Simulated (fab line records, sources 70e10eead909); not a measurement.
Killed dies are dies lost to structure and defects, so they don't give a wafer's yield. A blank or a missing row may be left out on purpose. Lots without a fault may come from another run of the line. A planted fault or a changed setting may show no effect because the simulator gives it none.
Which tool did it? | flow nand_harc | 24 lots, 72 wafers sampled, at 5 steps of a route of 1302

WHAT THE GAUGES READ, wafer by wafer
NHARC_A_CONTACT_CD_MEAS_69: target cd 300 nm.
lot  | measured     | on        | cd_nm (nm)
L074 | day 21 23:49 | cd_sem-03 | 299.7 300.2 300.0
L075 | day 22 00:17 | cd_sem-03 | 299.1 299.3 299.3
L076 | day 23 06:17 | cd_sem-03 | 299.3 299.9 300.2
L078 | day 23 09:07 | cd_sem-02 | 300.0 299.5 300.3
L077 | day 23 15:41 | cd_sem-01 | 300.4 299.7 300.2
L079 | day 24 00:38 | cd_sem-03 | 299.8 300.3 300.9
L081 | day 24 21:41 | cd_sem-01 | 300.1 299.6 299.8
L082 | day 25 02:40 | cd_sem-02 | 300.4 299.3 300.2
L080 | day 25 03:09 | cd_sem-02 | 299.5 299.4 300.1
L083 | day 25 16:07 | cd_sem-01 | 299.7 299.7 300.6
L085 | day 26 18:10 | cd_sem-02 | 299.9 300.4 299.7
L086 | day 27 11:24 | cd_sem-01 | 299.9 300.4 300.6
L087 | day 27 10:38 | cd_sem-01 | 300.2 300.5 300.8
L084 | day 27 09:59 | cd_sem-01 | 300.1 299.8 300.1
L088 | day 28 14:13 | cd_sem-01 | 299.8 300.1 299.6
L090 | day 28 10:11 | cd_sem-02 | 300.2 299.9 299.7
L091 | day 28 06:57 | cd_sem-02 | 299.6 299.8 299.3
L089 | day 29 04:08 | cd_sem-03 | 299.9 299.9 300.1
L092 | day 29 10:31 | cd_sem-01 | 299.8 300.8 300.5
L094 | day 30 08:40 | cd_sem-03 | 300.4 300.8 300.3
L093 | day 30 08:17 | cd_sem-02 | 299.9 299.9 299.7
L095 | day 30 20:08 | cd_sem-03 | 299.7 300.0 299.4
L096 | day 31 04:26 | cd_sem-03 | 300.6 300.6 300.2
L097 | day 31 16:10 | cd_sem-03 | 299.6 299.4 299.8

WHICH TOOL RAN EACH LOT (tool, then ch and the chambers of the sampled wafers, then the start)
lot  | NHARC_A_WL_FILL_ALD_00           | NHARC_A_CONTACT_ETCH_114             | NHARC_A_CONTACT_ETCH_119             | NHARC_A_CONTACT_ETCH_123
L074 | ald_hk-03 ch 0,3, day 20 04:37   | har_cap_etch-02 ch 0,1, day 21 15:42 | har_cap_etch-02 ch 0,1, day 21 16:34 | har_cap_etch-02 ch 0,1, day 21 17:22
L075 | ald_hk-03 ch 0,1,2, day 20 05:04 | har_cap_etch-03 ch 0,1, day 21 15:50 | har_cap_etch-03 ch 0,1, day 21 16:42 | har_cap_etch-03 ch 0,1, day 21 17:26
L076 | ald_hk-03 ch 0,1,3, day 21 12:15 | har_cap_etch-01 ch 0,1, day 22 21:00 | har_cap_etch-01 ch 0,1, day 22 21:52 | har_cap_etch-01 ch 0,1, day 22 22:36
L078 | ald_hk-03 ch 0,1,2, day 21 16:56 | har_cap_etch-03 ch 0,1, day 23 01:00 | har_cap_etch-03 ch 0,1, day 23 01:51 | har_cap_etch-03 ch 0,1, day 23 02:32
L077 | ald_hk-04 ch 0,3, day 21 17:06   | har_cap_etch-02 ch 0,1, day 23 06:53 | har_cap_etch-02 ch 0,1, day 23 07:44 | har_cap_etch-02 ch 0,1, day 23 08:32
L079 | ald_hk-03 ch 0,1,2, day 22 05:50 | har_cap_etch-02 ch 0,1, day 23 15:25 | har_cap_etch-02 ch 0,1, day 23 16:33 | har_cap_etch-02 ch 0,1, day 23 17:28
L081 | ald_hk-04 ch 1,2,3, day 23 06:09 | har_cap_etch-02 ch 0,1, day 24 13:56 | har_cap_etch-02 ch 0,1, day 24 14:47 | har_cap_etch-02 ch 0,1, day 24 15:32
L082 | ald_hk-03 ch 0,1,2, day 23 14:18 | har_cap_etch-03 ch 0,1, day 24 17:11 | har_cap_etch-03 ch 0,1, day 24 18:03 | har_cap_etch-03 ch 0,1, day 24 18:47
L080 | ald_hk-02 ch 0,1,2, day 23 14:21 | har_cap_etch-01 ch 0,1, day 24 17:17 | har_cap_etch-01 ch 0,1, day 24 18:08 | har_cap_etch-01 ch 0,1, day 24 18:50
L083 | ald_hk-04 ch 0,2,3, day 23 23:20 | har_cap_etch-02 ch 0,1, day 25 06:55 | har_cap_etch-02 ch 0,1, day 25 07:46 | har_cap_etch-02 ch 0,1, day 25 08:30
L085 | ald_hk-04 ch 0,2,3, day 24 21:52 | har_cap_etch-02 ch 0,1, day 26 08:59 | har_cap_etch-02 ch 0,1, day 26 10:31 | har_cap_etch-02 ch 0,1, day 26 11:49
L086 | ald_hk-03 ch 0,3, day 25 19:55   | har_cap_etch-03 ch 0,1, day 27 02:27 | har_cap_etch-03 ch 0,1, day 27 03:35 | har_cap_etch-03 ch 0,1, day 27 04:30
L087 | ald_hk-02 ch 0,3, day 25 19:56   | har_cap_etch-02 ch 0,1, day 27 02:11 | har_cap_etch-02 ch 0,1, day 27 03:19 | har_cap_etch-02 ch 0,1, day 27 04:13
L084 | ald_hk-03 ch 0,3, day 25 23:38   | har_cap_etch-01 ch 0,1, day 27 01:11 | har_cap_etch-01 ch 0,1, day 27 02:20 | har_cap_etch-01 ch 0,1, day 27 03:15
L088 | ald_hk-02 ch 1,2,3, day 26 14:53 | har_cap_etch-01 ch 0,1, day 28 00:25 | har_cap_etch-01 ch 0,1, day 28 01:16 | har_cap_etch-01 ch 0,1, day 28 01:56
L090 | ald_hk-03 ch 0,3, day 26 14:54   | har_cap_etch-03 ch 0,1, day 27 22:59 | har_cap_etch-03 ch 0,1, day 27 23:50 | har_cap_etch-03 ch 0,1, day 28 00:31
L091 | ald_hk-02 ch 0,1,3, day 26 18:38 | har_cap_etch-02 ch 0,1, day 27 21:35 | har_cap_etch-02 ch 0,1, day 27 22:26 | har_cap_etch-02 ch 0,1, day 27 23:14
L089 | ald_hk-03 ch 0,2,3, day 27 04:41 | har_cap_etch-01 ch 0,1, day 28 16:22 | har_cap_etch-01 ch 0,1, day 28 17:13 | har_cap_etch-01 ch 0,1, day 28 18:01
L092 | ald_hk-02 ch 0,1,3, day 27 19:57 | har_cap_etch-02 ch 1, day 29 02:20   | har_cap_etch-02 ch 1, day 29 03:11   | har_cap_etch-02 ch 1, day 29 03:52
L094 | ald_hk-04 ch 0,2,3, day 28 22:17 | har_cap_etch-02 ch 0,1, day 30 00:46 | har_cap_etch-02 ch 0,1, day 30 01:37 | har_cap_etch-02 ch 0,1, day 30 02:18
L093 | ald_hk-02 ch 0,1,2, day 28 22:20 | har_cap_etch-01 ch 0,1, day 30 00:32 | har_cap_etch-01 ch 0,1, day 30 01:23 | har_cap_etch-01 ch 0,1, day 30 02:15
L095 | ald_hk-02 ch 1,2,3, day 29 02:43 | har_cap_etch-03 ch 0, day 30 05:47   | har_cap_etch-03 ch 0, day 30 06:38   | har_cap_etch-03 ch 0, day 30 07:23
L096 | ald_hk-04 ch 1,2,3, day 29 16:08 | har_cap_etch-01 ch 0,1, day 30 20:37 | har_cap_etch-01 ch 0,1, day 30 21:44 | har_cap_etch-01 ch 0,1, day 30 22:32
L097 | ald_hk-03 ch 0,1,3, day 29 21:50 | har_cap_etch-02 ch 0,1, day 31 04:53 | har_cap_etch-02 ch 0,1, day 31 06:02 | har_cap_etch-02 ch 0,1, day 31 06:57
- NHARC_A_WL_FILL_ALD_00: deposits Al2O3, target thk 3 nm, pulse time 3 s, ald cycles 30.
- NHARC_A_CONTACT_ETCH_114: etches the open film in C4F8/O2/Ar, time 190 s, target depth 1850 nm.
- NHARC_A_CONTACT_ETCH_119: etches the open film in C4F8/O2/Ar, time 190 s, target depth 1850 nm.
- NHARC_A_CONTACT_ETCH_123: etches the open film in C4F8/O2/Ar, time 490 s, target depth 2110 nm.

WHAT THE TOOLS THEMSELVES READ (means of the sampled wafers that have a number; where no wafer has one, the mark that the record gives instead)
NHARC_A_WL_FILL_ALD_00.
lot  | tool      | heater_power_w (W) | precursor_pulse_height_rel
L074 | ald_hk-03 | 400                | 0.996
L075 | ald_hk-03 | 464                | 0.985
L076 | ald_hk-03 | 442                | 1.000
L078 | ald_hk-03 | 467                | 0.992
L077 | ald_hk-04 | 492                | 0.974
L079 | ald_hk-03 | 465                | 1.012
L081 | ald_hk-04 | 460                | 1.004
L082 | ald_hk-03 | 468                | 1.005
L080 | ald_hk-02 | 482                | 1.006
L083 | ald_hk-04 | 456                | 1.011
L085 | ald_hk-04 | 451                | 1.013
L086 | ald_hk-03 | 394                | 1.007
L087 | ald_hk-02 | 538                | 1.012
L084 | ald_hk-03 | 429                | 1.004
L088 | ald_hk-02 | 480                | 0.978
L090 | ald_hk-03 | 395                | 1.014
L091 | ald_hk-02 | 521                | 0.991
L089 | ald_hk-03 | 425                | 0.987
L092 | ald_hk-02 | 524                | 1.001
L094 | ald_hk-04 | 469                | 1.002
L093 | ald_hk-02 | 480                | 0.988
L095 | ald_hk-02 | 485                | 1.025
L096 | ald_hk-04 | 451                | 1.012
L097 | ald_hk-03 | 444                | 0.982

THE ANSWER, worked out from the rows above alone
Rule: what is usual is taken from the lots themselves. Put in order of their means at a reading, lots are off if they are a third of the lots or fewer, leave a main group of 4 or more, and stand apart from it by a gap of 3 or more times the standard deviation of the main group's means; of several such gaps the widest counts. A main group whose means are all the same, to the digits that the tables above print for the reading, isn't used. A lot without any number at a reading at which 4 lots or more have one is off too. The other lots that the step has rows for count as sound. The gauges are gone through in route order, then the tools' own readings, and for those a lot's mean is taken as printed above. The first step at which some lot is off is used, and at that step the reading that is off furthest; a lot without a number counts as furthest.
No lot is off at any reading shown: from this, nothing can be told.

WHAT THE SIMULATOR HAD PUT IN
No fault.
